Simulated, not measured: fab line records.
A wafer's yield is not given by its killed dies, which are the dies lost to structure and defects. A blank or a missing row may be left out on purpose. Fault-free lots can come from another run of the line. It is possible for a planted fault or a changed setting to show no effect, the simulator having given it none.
Struck lot and sound lot, side by side | flow n5 finfet | 24 steps out of a route of 1938
Sound: wafers L920.2, L920.4, L920.5. Struck: wafers L919.2, L919.4, L919.6. Last of all comes the cause.
Per side, at each step with rows, come the tool, then ch with its chambers, and then its first start. Under that, the readings that differ: sound wafers | struck wafers | difference of the means | sigmas: that difference in standard deviations of wafers without a fault.
alike: words and numbers the same on both sides, and readings whose means are apart by under 2 such deviations; not compared: readings that were withheld, readings missing a value for some wafer, numbers with overlapping values and no deviation given by the record, and bounds like >300 which may hide the same value.
The two part at a step that has a row with sigmas, a row that says differs or no value, or rows on one side only. Numbers that don't overlap but have no deviation are shown without sigmas and don't part them. A reading missing from all wafers of one side parts the sides only when that side holds two or more wafers.

first, 8 steps without rows for these wafers: N5_BEOL_M6_ANNEAL_51 (time 90 s); N5_BEOL_M6_CMP_52 (polishes, stops on SiCOH lowk, t overpolish 6.9 s, target thk 80 nm); N5_BEOL_M6_PRE_CLEAN_55 (time 15 s); N5_BEOL_M6_DEP_56 (deposits SiCN from 3MS/NH3, target thk 10 nm, time 17.5 s); N5_BEOL_M7_ILD_DEP_00 (deposits SiCOH lowk from DEMS/porogen, target thk 179.75 nm, time 33.4 s); N5_BEOL_M7_CURE_74 (cures SiCOH lowk, time 240 s); N5_BEOL_M7_PECVD_70 (deposits SiO2 from TEOS/O2, target thk 20 nm, time 22.7 s); N5_BEOL_M7_HM_DEP_02 (deposits TiN, target thk 20 nm).
N5_BEOL_M7_COAT_59: time 60 s, resist thk 100 nm.
  sound on litho track-02 ch 0, day 12 12:02; struck on litho track-01 ch 0, day 12 02:55
  reading                                  | sound                | struck               | difference | sigmas
  spin speed rpm (rpm)                     | 1501.1 1500.6 1499.0 | 1583.8 1583.5 1584.3 | +83.6      | +84
  model.SOC_of_BEOL_M7_COAT_59.thk nm (nm) | 100 99.8 100.2       | 97 97 96.8           | -3         |
then, 9 steps without rows for these wafers: N5_BEOL_M7_COAT_60 (time 60 s, resist thk 35 nm); N5_BEOL_M7_COAT_05 (resist thk 90 nm); N5_BEOL_M7_EBR_07; N5_BEOL_M7_SOFTBAKE_06 (time 60 s); N5_BEOL_M7_EXPOSE_08 (exposes mask M7); N5_BEOL_M7_PEB_09 (peb time 60 s); N5_BEOL_M7_DEVELOP_10 (develop time 30 s); N5_BEOL_M7_DESCUM_16 (chemistry O2, time 7.9 s); N5_BEOL_M7_ETCH_61 (etches SiARC in CF4, target depth 45.5 nm, time 75.8 s).
N5_BEOL_M7_ETCH_62: etches SOC in N2/H2, target depth 110 nm, overetch 22 nm, time 165 s.
  sound on rie diel-03 ch 1,3, day 12 12:35; struck on rie diel-05 ch 0,1,3, day 12 03:20
  reading                  | sound           | struck            | difference | sigmas
  model.etch.depth nm (nm) | 100 99.76 100.1 | 96.98 96.91 96.76 | -3.07      |
  alike: drypump motor current A, oes product au, rf vpp V, showerhead plenum p Torr, throttle valve pct
  not compared: rf hours counter h
then, 2 steps without rows for these wafers: N5_BEOL_M7_STRIP_68 (strips in N2/H2); N5_BEOL_M7_STRIP_67 (strips in CF4).
N5_BEOL_M7_HM_OPEN_17: chemistry Cl2/BCl3, target TiN, target depth 20 nm, overetch 6 nm.
  sound on rie metal-03 ch 0,1, day 12 12:47; struck on rie metal-03 ch 1, day 12 03:32
  reading                                  | sound          | struck       | difference | sigmas
  model.SOC_of_BEOL_M7_COAT_59.thk nm (nm) | 92.2 91.8 92.2 | 89 88.8 88.8 | -3         |
  alike: drypump motor current A, mfc ar sccm, oes product au, throttle valve pct
  not compared: rf hours counter h
then, 2 steps without rows for these wafers: N5_BEOL_M7_STRIP_19 (strips in O2); N5_PASSIVATION_PROBE_49.

== WHERE THEY PART ==
At N5_BEOL_M7_COAT_59 and nowhere else, as far as this record goes. Later steps at which nothing parts them and some readings are alike: N5_BEOL_M7_ETCH_62, N5_BEOL_M7_HM_OPEN_17.

WHY: whatever the simulator had introduced
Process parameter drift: litho track-01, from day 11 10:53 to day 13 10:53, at N5_BEOL_M7_COAT_59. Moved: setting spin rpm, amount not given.
